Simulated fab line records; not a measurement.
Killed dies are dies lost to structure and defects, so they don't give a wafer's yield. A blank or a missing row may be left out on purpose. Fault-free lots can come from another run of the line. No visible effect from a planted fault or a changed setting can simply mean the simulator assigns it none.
Split-lot study | flow n5-finfet | 21 wafers read across 7 lots, on a route 1938 steps long

== ON THE SPLIT ==
At N5_DUMMY_GATE_COAT_28 (time 60 s, resist thk 10 nm), the setting spin-rpm was moved away from the recipe's 1500 rpm on 6 of the 21 wafers read, by -10.0% to +7.7%. All remaining wafers had this setting at the recipe value.

The reading comes from the split's own step.

== THE READING ==
underlayer_of_DUMMY_GATE_COAT_28.thk-nm (the simulator's own value, which no gauge read), in nm, at N5_DUMMY_GATE_COAT_28 (time 60 s, resist thk 10 nm). The file gives no usual value for it.

wafer  | tool, chamber at the split | spin-rpm as run, rpm | against the recipe | underlayer_of_DUMMY_GATE_COAT_28.thk-nm, nm | against lot-mates on the recipe
L076.1 | litho-track-05, 0          | 1500                 | recipe             | 10                                          | -
L076.4 | litho-track-05, 0          | 1500                 | recipe             | 10                                          | -
L076.6 | litho-track-05, 0          | 1500                 | recipe             | 10                                          | -
L077.4 | litho-track-05, 0          | 1381                 | -7.9%              | 10.4                                        | no lot-mate on the recipe
L077.5 | litho-track-05, 0          | 1381                 | -7.9%              | 10.4                                        | no lot-mate on the recipe
L077.6 | litho-track-05, 0          | 1381                 | -7.9%              | 10.4                                        | no lot-mate on the recipe
L078.1 | litho-track-04, 0          | 1616                 | +7.7%              | 9.6                                         | -0.4
L078.3 | litho-track-04, 0          | 1500                 | recipe             | 10                                          | -
L078.5 | litho-track-04, 0          | 1500                 | recipe             | 10                                          | -
L083.2 | litho-track-03, 0          | 1500                 | recipe             | 10                                          | -
L083.4 | litho-track-03, 0          | 1500                 | recipe             | 10                                          | -
L083.6 | litho-track-03, 0          | 1500                 | recipe             | 10                                          | -
L089.2 | litho-track-03, 0          | 1366                 | -8.9%              | 10.4                                        | +0.4
L089.4 | litho-track-03, 0          | 1500                 | recipe             | 10                                          | -
L089.6 | litho-track-03, 0          | 1500                 | recipe             | 10                                          | -
L090.1 | litho-track-05, 0          | 1350                 | -10.0%             | 10.6                                        | +0.6
L090.3 | litho-track-05, 0          | 1500                 | recipe             | 10                                          | -
L090.5 | litho-track-05, 0          | 1500                 | recipe             | 10                                          | -
L096.2 | litho-track-04, 0          | 1500                 | recipe             | 10                                          | -
L096.5 | litho-track-04, 0          | 1500                 | recipe             | 10                                          | -
L096.6 | litho-track-04, 0          | 1500                 | recipe             | 10                                          | -

THE FIT
A straight line over all 21 wafers: underlayer_of_DUMMY_GATE_COAT_28.thk-nm changes by -0.0518 nm for each +1% of spin-rpm; r = -0.99; the points scatter about the line by 0.024 nm.
The same after taking each lot's own level away (the mean of its wafers on the recipe; 18 wafers): -0.0528 nm for each +1%; r = -0.99; scatter 0.025 nm.
Per that fit: largest spin-rpm move, reading shift of 0.53 nm.
The lots' own levels span 10.00 to 10.00 nm.
So the lot-to-lot level changes the slope little: the two slopes agree.
Check: +0.474 nm against its lot-mates is what the line predicts for one of the wafers moved furthest among these (-10.0%) when that wafer is left out of the fit. It came out at +0.6 nm against them.

== OTHER SPLITS APPLIED TO THESE WAFERS ==
Other splits were also applied to these wafers ahead of the reading. Each is held against what the fit with the lots' levels taken away leaves over:
other split on the same wafers        | wafers away from the commonest value | r with underlayer_of_DUMMY_GATE_COAT_28.thk-nm (lot level and that fit taken away)
N5_WELL_APT_PEB_23 peb-time-s         | 12                                   | +0.37
N5_WELL_APT_DEVELOP_24 develop-time-s | 11                                   | -0.01
N5_FIN_SAQP_HM_DEP_03 time-s          | 13                                   | +0.51
N5_FIN_SAQP_COAT_49 spin-rpm          | 7                                    | +0.00
N5_FIN_SAQP_FIN_ETCH_36 bias-w        | 6                                    | -0.33

== FILE'S OWN FIT ==
underlayer_of_DUMMY_GATE_COAT_28.thk-nm changes by -0.0529 nm for each +1% of spin-rpm, r = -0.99.
